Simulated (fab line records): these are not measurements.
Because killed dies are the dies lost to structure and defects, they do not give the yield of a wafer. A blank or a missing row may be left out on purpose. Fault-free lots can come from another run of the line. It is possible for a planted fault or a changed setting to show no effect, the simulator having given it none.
Struck lot and sound lot, side by side | flow nand harc | 15 out of 1302 route steps
Sound: the wafers L286.1, L286.2, L286.6. Wafers L280.1, L280.2, L280.4 were the ones struck. Last of all comes the cause.
At each step with rows: each side's tool, then ch and its chambers, then its first start. Under that, the readings that differ: sound wafers | struck wafers | difference of the means | sigmas: that difference in standard deviations of wafers without a fault.
alike: a reading whose means differ by less than 2 such deviations, as well as words and numbers matching on both sides. not compared: withheld readings; readings where some wafer has no value; bounds like >300 that might hide an equal value; numbers whose values overlap and for which the record gives no deviation.
A row with sigmas, a row that says differs or no value, or rows on one side alone: a step with any of these is where the two part. When numbers do not overlap yet have no deviation, they are printed without sigmas and do not part them. A reading that every wafer of one side lacks parts them only if that side has two wafers or more.

first, 7 steps without rows for these wafers: NHARC_P_BONDPAD_COAT_36 (time 65 s); NHARC_P_BONDPAD_COAT_03 (resist thk 600 nm); NHARC_P_BONDPAD_SOFTBAKE_04 (time 70 s); NHARC_P_BONDPAD_EBR_05; NHARC_P_BONDPAD_EXPOSE_06 (exposes mask P BPAD); NHARC_P_BONDPAD_PEB_07 (peb time 80 s); NHARC_P_BONDPAD_DEVELOP_08 (time 50 s).
NHARC_P_BONDPAD_CD_MEAS_09 targets a cd of 500 nm.
  sound on cd sem-01 ch 0, day 13 09:02; struck on cd sem-03 ch 0, day 10 13:22
  alike: cd nm
NHARC_P_BONDPAD_OVL_MEAS_38:
  sound: overlay-01 at day 13 09:07; struck: overlay-02 at day 10 13:27
  reading           | sound    | struck | difference | sigmas
  overlay y nm (nm) | -8 -8 -7 | 7 7 7  | +15        | +2
  alike: overlay x nm
then, 1 step without rows for these wafers: NHARC_P_BONDPAD_HARDBAKE_10 (time 65 s).
NHARC_P_BONDPAD_DESCUM_11: chemistry O2, time 3 s.
  sound on rie diel-06 ch 0,1,2, day 13 09:15; struck on rie diel-12 ch 0,2,3, day 10 13:34
  alike: drypump motor current A, mfc ar sccm, oes product au, rf vpp V, showerhead plenum p Torr, throttle valve pct
  not compared: rf hours counter h
NHARC_P_BONDPAD_ETCH_37: etches the open film in N2/H2, target depth 60 nm, overetch 18 nm, time 65.91 s.
  sound on rie diel-06 ch 0,1,3, day 13 09:20; struck on rie diel-12 ch 1,2,3, day 10 13:40
  alike: drypump motor current A, h2 flow sccm, mfc ar sccm, oes product au, rf fwd power W, rf vpp V, showerhead plenum p Torr, throttle valve pct
  not compared: rf hours counter h
NHARC_P_BONDPAD_ETCH_12: etches the open film in CHF3/O2, target depth 200 nm, time 100 s.
  sound on rie diel-06 ch 0,2,3, day 13 09:25; struck on rie diel-12 ch 0,1,3, day 10 13:45
  reading               | sound             | struck            | difference | sigmas
  oes product au (a.u.) | 0.945 0.916 0.921 | 1.186 1.165 1.206 | +0.258     | +12
  rf fwd power W (W)    | 498.0 497.7 495.7 | 699.9 699.9 695.2 | +201.2     | +99 or more
  alike: drypump motor current A, mfc ar sccm, rf vpp V, showerhead plenum p Torr, throttle valve pct
  not compared: rf hours counter h
NHARC_P_BONDPAD_CD_MEAS_13:
  sound: cd sem-03 at day 13 09:34; struck: cd sem-02 at day 10 13:53
  alike: cd nm
-- jump in the record: it breaks off in module P_BONDPAD and resumes in module END (first step shown: number 1302 of the route), and 18 days separate the struck wafers' starts before and after --
NHARC_END_SORT_01:
  sound on prober-01 ch 0, day 30 21:02; struck on prober-01 ch 0, day 28 04:42
  reading                  | sound    | struck   | difference | sigmas
  defect limited yield (%) | 86 86 87 | 94 95 94 | +8         | +3
  killed at array          | 92 83 81 | 33 27 37 | -53        | -3
  killed dies              | 97 93 85 | 38 34 42 | -54        | -3
  killed short             | 6 5 3    | 3 2 0    | -3         | -2
  alike: killed at other, killed at periphery, killed open

WHERE THEY PART
At NHARC_P_BONDPAD_OVL_MEAS_38 first; at NHARC_END_SORT_01 last (within this record only).

WHY: whatever the simulator had introduced
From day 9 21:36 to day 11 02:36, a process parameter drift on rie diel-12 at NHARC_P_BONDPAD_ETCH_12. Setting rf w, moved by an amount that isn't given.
